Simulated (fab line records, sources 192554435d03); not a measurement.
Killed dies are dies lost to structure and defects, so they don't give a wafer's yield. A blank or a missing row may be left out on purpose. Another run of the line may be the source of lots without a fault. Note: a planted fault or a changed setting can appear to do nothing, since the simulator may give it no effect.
Code-filled problem report in 8D (eight disciplines) form -- flow n5-finfet -- the parts of the form that need people (team, actions taken, sign-off) are left out
Where a reading is given only as a bound, like >300, the bound stands for it, and a mean or a difference that rests on one is marked > or <: the true number lies beyond.

## 1. WHAT WENT WRONG
raw-defect-count at N5_HKMG_FIN_INSPECT_61 reads a mean of >300 on 2 wafers of 2 lots; wafers without a fault read 2.0 with a standard deviation of 1.4. So: +99 or more standard deviations from the usual mean.
The step: inspects for defects (macro).
First seen on wafer L892.1, day 9 04:41, on defect-inspect-01. The record holds 12 wafers of 4 lots with a number at this step. The rule behind "out" and "out of limits": a value lying over 4 standard deviations away from the usual mean. The rest of the wafers with a number are treated as sound.

## 2. WHAT IT IS; WHAT IT IS NOT
question,is,is not
which readings at this step,raw-defect-count,-
which lots,"L892, L893","L891, L894"
which wafers of those lots,"L892.1, L893.3","L892.3, L892.6, L893.5, L893.6"
read on which gauges,"defect-inspect-01, defect-inspect-02",-
when,from day 9 04:41,"up to then (5 sound wafers); but 5 sound wafers of L893, L894 came after"

## 3. WHAT RULES OUT EACH SUSPECT
Counting: a tool at a process step up to the reading stays a suspect if it ran every lot that is out. Sound lots after the first of them don't rule it out here, since some wafers of a struck lot are sound.
- the gauge at N5_HKMG_FIN_INSPECT_61: ruled out. The wafers that are out were read on 2 gauges (defect-inspect-01, defect-inspect-02).
- ald-hk-02 at N5_HKMG_FIN_HK_ALD_01 (deposits HfO2, target thk 1.6 nm, pulse time 3 s, purge time 3 s): kept. Ran every lot that is out, first one L892 (day 9 03:41); last sound lot up to then L891 (day 8 23:23).
- Within ald-hk-02 at N5_HKMG_FIN_HK_ALD_01: the wafers that are out ran in chamber 3; their sound lot-mates ran in chambers 0, 1, 2.
The count leaves ald-hk-02 at N5_HKMG_FIN_HK_ALD_01.

## 4. THE CAUSE (what the simulator had put in)
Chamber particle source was ald-hk-02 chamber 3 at N5_HKMG_FIN_HK_ALD_01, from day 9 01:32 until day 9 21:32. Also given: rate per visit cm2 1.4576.
The count eliminated every tool but this one.

## 5. SEQUENCE OF EFFECTS, ordered by route
One row per reading whose mean, taken over the struck wafers that have a number, lies over 3 standard deviations from the usual. Only readings whose record carries a usual standard deviation are examined. hours: median over the lots of the time between each lot's start at the first step of this table that gives one and its start at this step. sigmas: the change, counted in usual standard deviations.
hours,step,reading,usual,on struck wafers,change,sigmas
0,N5_HKMG_FIN_INSPECT_61,raw-defect-count,2.0,>300,>+298,+99 or more
198,N5_PASSIVATION_PROBE_49,defect-limited-yield,91.7 %,83.3,-8.4,-5.6
198,N5_PASSIVATION_PROBE_49,killed-at-front-end,36,135,+99,+10
198,N5_PASSIVATION_PROBE_49,killed-dies,98,196,+98,+5.8
198,N5_PASSIVATION_PROBE_49,killed-on-rim,13,32,+18,+4.6
198,N5_PASSIVATION_PROBE_49,sort_bin_5_function,4.9 %,10.2,+5.3,+5.8
198,N5_PASSIVATION_PROBE_49,sort-n-pass,1082,984,-98,-5.8
198,N5_PASSIVATION_PROBE_49,sort-yield-pct,91.7 %,83.3,-8.4,-6.0
Its process steps:
- N5_PASSIVATION_PROBE_49
Later measuring or inspecting steps at which every struck wafer that the step has a row for has a number for every such reading, and none has moved that far: N5_BEOL_M4_RC_MEAS_101.

## 6. HOW IT WOULD HAVE BEEN CAUGHT EARLIER
The first out-of-limits reading at a measuring or inspecting step in this record came at day 9 04:41, 3 hours after the fault's start at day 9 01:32.
Tool readings at N5_HKMG_FIN_HK_ALD_01 with a usual standard deviation given in the record: none out on any struck wafer, hence no alarm at a limit of 4 standard deviations on them.
Of the lots that are out (2), L893 began N5_HKMG_FIN_HK_ALD_01 on ald-hk-02 after day 9 04:41. Had the tool been put on hold then, it would have been spared.
